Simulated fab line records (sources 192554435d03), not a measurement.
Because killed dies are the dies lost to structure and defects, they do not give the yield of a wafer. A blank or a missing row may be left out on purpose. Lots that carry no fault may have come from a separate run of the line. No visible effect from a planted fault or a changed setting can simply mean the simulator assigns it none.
Comparing a struck lot with a sound one -- flow n5Finfet -- 15 out of 1938 route steps
Sound: these wafers, L371.3, L371.5, L371.6. Struck: wafers L379.3, L379.4. (L379.1 of the same lot was not struck and is left out.) The cause comes at the end.
Each step with rows lists, per side, the tool, then ch with its chambers, then its first start. Under that, the readings that differ: sound wafers -- struck wafers -- difference of the means -- sigmas: that difference in standard deviations of wafers without a fault.
alike: words and numbers the same on both sides, and readings whose means are apart by under 2 such deviations; not compared: readings that were withheld, readings missing a value for some wafer, numbers with overlapping values and no deviation given by the record, and bounds like >300 which may hide the same value.
A row with sigmas, a row that says differs or no value, or rows on one side alone: a step with any of these is where the two part. Numbers that don't overlap but have no deviation are shown without sigmas and don't part them. A reading that every wafer of one side lacks parts them only if that side has two wafers or more.

first, 1 step without rows for these wafers: N5_BEOL_M6_ALD_77 (deposits TaN, target thk 2 nm, pulse time 2 s, purge time 3 s).
N5_BEOL_M6_SURFACE_TREAT_79:
  struck on pvdSputter-03, day 11 10:10; sound on pvdSputter-03, day 10 01:44
  not compared: pressureMtorr, throttleValvePct
then, 1 step without rows for these wafers: N5_BEOL_M6_CVD_78 (deposits Co from CCTBA/H2, target thk 2 nm, time 142.3 s).
N5_BEOL_M6_SPUTTER_48: material Cu, target thk 10 nm, time 1.667 s.
  struck on pvdSputter-01, day 11 10:38; sound on pvdSputter-01, day 10 01:57
  alike: chamberPressurePa, chuckGasFlowSccm, throttleValvePct
then, 1 step without rows for these wafers: N5_BEOL_M6_ECD_50 (material Cu, target thk 300 nm).
N5_BEOL_M6_ANNEAL_51: time 90 s.
  sound on rtpAnneal-01 ch 0, day 10 02:20; struck on rtpAnneal-01 ch 0, day 11 10:51
  alike: wafer_temp_C_max
N5_BEOL_M6_CMP_52: polishes, stops on SiCOH lowk, t overpolish 6.9 s, target thk 80 nm.
  sound on cmp-01 ch 0,1, day 10 02:33; struck on cmp-01 ch 2,3, day 11 11:10
  alike: barrierFieldEndpointS, motorCurrentA, overpolishRunS, timeToEndpointS
N5_BEOL_M6_THK_MEAS_53: measures by xrf.
  struck on filmMetro-02, day 11 11:28; sound on filmMetro-02, day 10 02:51
  alike: M6_THK
then, 2 steps without rows for these wafers: N5_BEOL_M6_PRE_CLEAN_55 (time 15 s); N5_BEOL_M6_DEP_56 (deposits SiCN from 3MS/NH3, target thk 10 nm, time 17.5 s).
N5_BEOL_M6_RS_MEAS_57: measurement is done with a four-point probe.
  struck on filmMetro-02, day 11 11:35; sound on filmMetro-01, day 10 02:59
  alike: M6_RS
N5_BEOL_M6_INSPECT_58: inspects for defects (darkfield).
  struck on defectInspect-02, day 11 11:37; sound on defectInspect-01, day 10 03:00
reading,sound,struck,difference,sigmas
rawDefectCount,38 40 54,131 113,+78,+3
N5_BEOL_M7_ILD_DEP_00: deposits SiCOH lowk from DEMS/porogen, target thk 179.75 nm, time 33.4 s.
  sound on pecvd-03 ch 1,2, day 10 03:02; struck on pecvd-01 ch 2, day 11 11:39
reading,sound,struck,difference,sigmas
susceptorTempC (C),300.03 300.39 300.12,298.85 298.97,-1.27,-6
  alike: chamberPressureTorr, heaterPowerW, showerheadPlenumPTorr, showerheadVppV, throttleValvePct
  not compared: sinceWetCleanH
N5_BEOL_M7_CURE_74: cures SiCOH lowk, time 240 s.
  sound on uvCure-01 ch 2, day 10 03:25; struck on uvCure-03 ch 2, day 11 12:03
  alike: lampPowerPct, wafer_temp_C_max
-- a jump in the record: the struck wafers' starts before and after are 4 days apart (it breaks off in module BEOL_M7 and resumes in module PASSIVATION, where the first step shown is number 1936 of the route) --
N5_PASSIVATION_PROBE_49:
  struck on prober-02, day 15 05:25; sound on prober-02, day 13 07:05
reading,sound,struck,difference,sigmas
killedOpen,56 71 64,92 88,+26,+2
sort_bin_5_function (%),4.6 5.0 5.3,7.3 7.0,+2.2,+2
  alike: defectLimitedYield, killed_at_M0_to_M3, killed_at_M4_up, killedAtContacts, killedAtFrontEnd, killedAtOther, killedDies, killedShort, sort_bin_6_memory, sortNPass, sortYieldPct

WHERE THEY PART
First at N5_BEOL_M6_INSPECT_58; last, within this record, at N5_PASSIVATION_PROBE_49.

WHY: what the simulator had put in
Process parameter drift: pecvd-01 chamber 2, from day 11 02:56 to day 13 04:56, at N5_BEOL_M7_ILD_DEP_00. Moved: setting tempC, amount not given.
